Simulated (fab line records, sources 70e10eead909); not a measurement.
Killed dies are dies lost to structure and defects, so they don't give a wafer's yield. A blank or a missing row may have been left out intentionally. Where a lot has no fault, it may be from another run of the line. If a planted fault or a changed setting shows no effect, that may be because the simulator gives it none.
Problem report in the 8D (eight disciplines) form, filled by code || flow nand-harc || the parts of the form that need people (team, actions taken, sign-off) are left out

## 1. PROBLEM STATEMENT
On 2 wafers of 1 lot, thk-nm at NHARC_A_ONON_D1_THK_MEAS_18 has a mean of 646 nm; fault-free wafers read 1001 nm, standard deviation 8.7. That puts it -41 standard deviations away from the usual mean.
The step: measures by ellipsometry.
The first sign was on wafer L457.2 at day 11 06:17, on film-metro-01. The record has a number at this step for 36 wafers belonging to 12 lots. Rule for "out", or "out of limits": more than 4 standard deviations from the usual mean. Any other wafer with a number is counted as sound.

## 2. WHAT IT IS; WHAT IT IS NOT
{"question": "which readings at this step", "is": "thk-nm", "is not": "-"}
{"question": "which lots", "is": "L457", "is not": "L445, L446, L450, L451, L452, L453, L454, L455, L456, L467, L468"}
{"question": "which wafers of those lots", "is": "L457.2, L457.4", "is not": "L457.3"}
{"question": "read on which gauges", "is": "film-metro-01", "is not": "film-metro-02"}
{"question": "when", "is": "from day 11 06:17", "is not": "up to then (28 sound wafers); but 6 sound wafers of L467, L468 came after"}

## 3. WHAT RULES OUT EACH SUSPECT
Counting: a tool at a process step up to the reading stays a suspect if it ran every lot that is out. Sound lots after the first of them don't rule it out here, since some wafers of a struck lot are sound.
- the gauge at NHARC_A_ONON_D1_THK_MEAS_18 is ruled out. All the wafers that are out were read on film-metro-01, but those of them that NHARC_END_SORT_01 has rows for are out there too, on other tools.
- rie-diel-06 at NHARC_P_BONDPAD_ETCH_37 (etches the open film in N2/H2, target depth 60 nm, overetch 18 nm, time 65.91 s): kept. It ran the lot that is out, L457 (day 9 14:20); its last sound lot up to then is L451 (day 7 20:50).
- rie-diel-06 at NHARC_P_BONDPAD_ETCH_24 (etches the open film in CF4/N2, target depth 30 nm, time 72.99 s): kept. It ran the lot that is out, L457 (day 11 05:50); its last sound lot up to then is L455 (day 10 08:46). NHARC_P_BONDPAD_ETCH_24 gives no start for some lots, so the hours and the order of its lots are those of NHARC_A_ONON_D1_DEP_16.
- pecvd-onon-02 at NHARC_A_ONON_D1_DEP_16 (target thk 1000 nm): kept. It ran the lot that is out, L457 (day 11 05:50); its last sound lot up to then is L455 (day 10 08:46).
- Within rie-diel-06 at NHARC_P_BONDPAD_ETCH_37: the wafers that are out ran in chambers 1, 3; their sound lot-mates ran in chamber 0.
- Within rie-diel-06 at NHARC_P_BONDPAD_ETCH_24: the wafers that are out ran in chambers 0, 3; their sound lot-mates ran in chamber 1.
After the count, these remain: rie-diel-06 at NHARC_P_BONDPAD_ETCH_37, rie-diel-06 at NHARC_P_BONDPAD_ETCH_24 and pecvd-onon-02 at NHARC_A_ONON_D1_DEP_16.

## 4. THE CAUSE (what the simulator had put in)
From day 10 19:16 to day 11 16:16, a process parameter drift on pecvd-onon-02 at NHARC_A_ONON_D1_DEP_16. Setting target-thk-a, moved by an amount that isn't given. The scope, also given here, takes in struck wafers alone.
Of the 3 suspects that counting leaves, this tool is one.

## 5. THE EFFECT CHAIN, in route order
Each row: a reading where the mean over the struck wafers with a number is more than 3 standard deviations away from the usual. Only readings whose record carries a usual standard deviation are examined. hours: median over the lots of the time between each lot's start at the first step of this table that gives one and its start at this step. sigmas: the change, counted in usual standard deviations.
{"hours": 0, "step": "NHARC_A_ONON_D1_THK_MEAS_18", "reading": "thk-nm", "usual": "1001 nm", "on struck wafers": 646, "change": -354, "sigmas": -41}
{"hours": 267, "step": "NHARC_END_SORT_01", "reading": "killed-at-array", "usual": 29, "on struck wafers": 674, "change": "+645", "sigmas": "+59"}
{"hours": 267, "step": "NHARC_END_SORT_01", "reading": "killed-dies", "usual": 33, "on struck wafers": 677, "change": "+644", "sigmas": "+54"}

## 6. HOW IT WOULD HAVE BEEN CAUGHT EARLIER
In this record the first reading out of limits at a measuring or inspecting step was taken at day 11 06:17, 11 hours after the fault began at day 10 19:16.
Each of the lots that are out, 1 in all, had begun NHARC_A_ONON_D1_DEP_16 on pecvd-onon-02 no later than day 11 06:17. Tool hold at that time: it would have spared none of them.
